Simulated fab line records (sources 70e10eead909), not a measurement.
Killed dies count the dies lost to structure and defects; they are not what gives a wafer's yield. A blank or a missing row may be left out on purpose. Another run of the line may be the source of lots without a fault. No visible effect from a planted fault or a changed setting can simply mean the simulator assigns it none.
Comparing a struck lot with a sound one :: flow nandHarc :: 14 out of 1302 route steps
Sound: wafers L102.1, L102.3, L102.5. Struck: wafers L111.1, L111.2, L111.5. The cause comes at the end.
At each step with rows: each side's tool, then ch and its chambers, then its first start. Under that, the readings that differ: sound wafers :: struck wafers :: difference of the means :: sigmas: that difference in standard deviations of wafers without a fault.
alike: same words and numbers on both sides, and readings whose means sit less than 2 such deviations apart. not compared: any withheld reading, any reading some wafer has no value for, any bound like >300 that may hide the same value, and any number with overlapping values for which the record gives no deviation.
The two part at a step that has a row with sigmas, a row that says differs or no value, or rows on one side only. Numbers that have no deviation but don't overlap get no sigmas and don't part them. Lack of a reading on every wafer of one side parts them only where that side has two or more wafers.

first, 3 steps without rows for these wafers: NHARC_A_CHANNEL_HOLE_D1_ETCH_39 (etches the open film in N2/H2, target depth 260 nm, time 325 s); NHARC_A_CHANNEL_HOLE_D1_ETCH_34 (etches the open film in CF4/CHF3, target depth 154 nm, time 77 s); NHARC_A_CHANNEL_HOLE_D1_ETCH_16 (etches the open film in O2/COS, target depth 3100 nm, time 806 s).
NHARC_A_CHANNEL_HOLE_D1_CD_MEAS_18:
  struck on cdSem-02, day 14 12:29; sound on cdSem-01, day 10 04:47
  alike: cdNm
NHARC_A_CHANNEL_HOLE_D1_ETCH_19: etches the open film in C4F8/O2/Ar, time 34.5 s.
  sound on harEtch-01 ch 0,1, day 10 05:49; struck on harEtch-01 ch 0,1, day 14 18:44
reading: c4f8FlowSccm (sccm)
sound: 28.89 28.98 28.82
struck: 28.64 28.74 28.68
difference: -0.21
sigmas: -3
  alike: biasV, chamberPressureMTorr, drypumpMotorCurrentA, oesAirLineAu, showerheadPlenumPTorr, throttleValvePct
  not compared: rfHoursCounterH
NHARC_A_CHANNEL_HOLE_D1_ETCH_20: etches the open film in C4F8/O2/Ar, time 361.9 s, target depth 1600 nm.
  sound on harEtch-01 ch 0,1, day 10 05:58; struck on harEtch-01 ch 0,1, day 14 18:50
reading: c4f8FlowSccm (sccm)
sound: 89.67 89.46 89.25
struck: 88.99 88.94 88.86
difference: -0.53
sigmas: -2
  alike: chamberPressureMTorr, drypumpMotorCurrentA, oesAirLineAu, showerheadPlenumPTorr, throttleValvePct
  not compared: rfHoursCounterH
then, 3 steps without rows for these wafers: NHARC_A_CHANNEL_HOLE_D1_ETCH_21 (etches the open film in C4F8/O2/Ar, time 514.3 s, target depth 1600 nm); NHARC_A_CHANNEL_HOLE_D1_ETCH_22 (etches the open film in C4F8/O2/Ar, time 666.7 s, target depth 1600 nm); NHARC_A_CHANNEL_HOLE_D1_ETCH_23 (etches the open film in C4F8/O2/Ar, time 819 s, target depth 1600 nm).
NHARC_A_CHANNEL_HOLE_D1_ETCH_24: etches the open film in C4F8/O2/Ar, time 906.2 s, target depth 1500 nm.
  sound on harEtch-01 ch 0,1, day 10 08:03; struck on harEtch-01 ch 0,1, day 14 20:52
  alike: c4f8FlowSccm, chamberPressureMTorr, drypumpMotorCurrentA, oesAirLineAu, showerheadPlenumPTorr, throttleValvePct
  not compared: rfHoursCounterH
NHARC_A_CHANNEL_HOLE_D1_ETCH_25: etches the open film in C4F8/O2/Ar, time 1040.2 s, target depth 1500 nm.
  sound on harEtch-01 ch 0,1, day 10 08:50; struck on harEtch-01 ch 0,1, day 14 21:38
  alike: c4f8FlowSccm, chamberPressureMTorr, drypumpMotorCurrentA, oesAirLineAu, showerheadPlenumPTorr, throttleValvePct
  not compared: rfHoursCounterH
NHARC_A_CHANNEL_HOLE_D1_ETCH_26: etches the open film in C4F8/O2/Ar, time 224.1 s, target depth 300 nm.
  sound on harEtch-01 ch 0,1, day 10 09:37; struck on harEtch-01 ch 0,1, day 14 22:31
  alike: biasV, c4f8FlowSccm, chamberPressureMTorr, drypumpMotorCurrentA, oesAirLineAu, showerheadPlenumPTorr, throttleValvePct
  not compared: rfHoursCounterH
NHARC_A_CHANNEL_HOLE_D1_ETCH_33: etches the open film in C4F8/O2/Ar, time 90 s, target depth 400 nm.
  sound on harEtch-01 ch 0,1, day 10 09:49; struck on harEtch-01 ch 0,1, day 14 22:43
  no value came back on the struck wafers for any of 7 readings (biasV (V), c4f8FlowSccm (sccm) and others); on the sound wafers biasV (V) reads 398 397 404
  not compared: rfHoursCounterH
then, 1 step without rows for these wafers: NHARC_A_CHANNEL_HOLE_D1_STRIP_41 (strips in N2/H2).

## WHERE THEY PART
At NHARC_A_CHANNEL_HOLE_D1_ETCH_19 first; at NHARC_A_CHANNEL_HOLE_D1_ETCH_33 last (within this record only).

WHY: what had been put in by the simulator
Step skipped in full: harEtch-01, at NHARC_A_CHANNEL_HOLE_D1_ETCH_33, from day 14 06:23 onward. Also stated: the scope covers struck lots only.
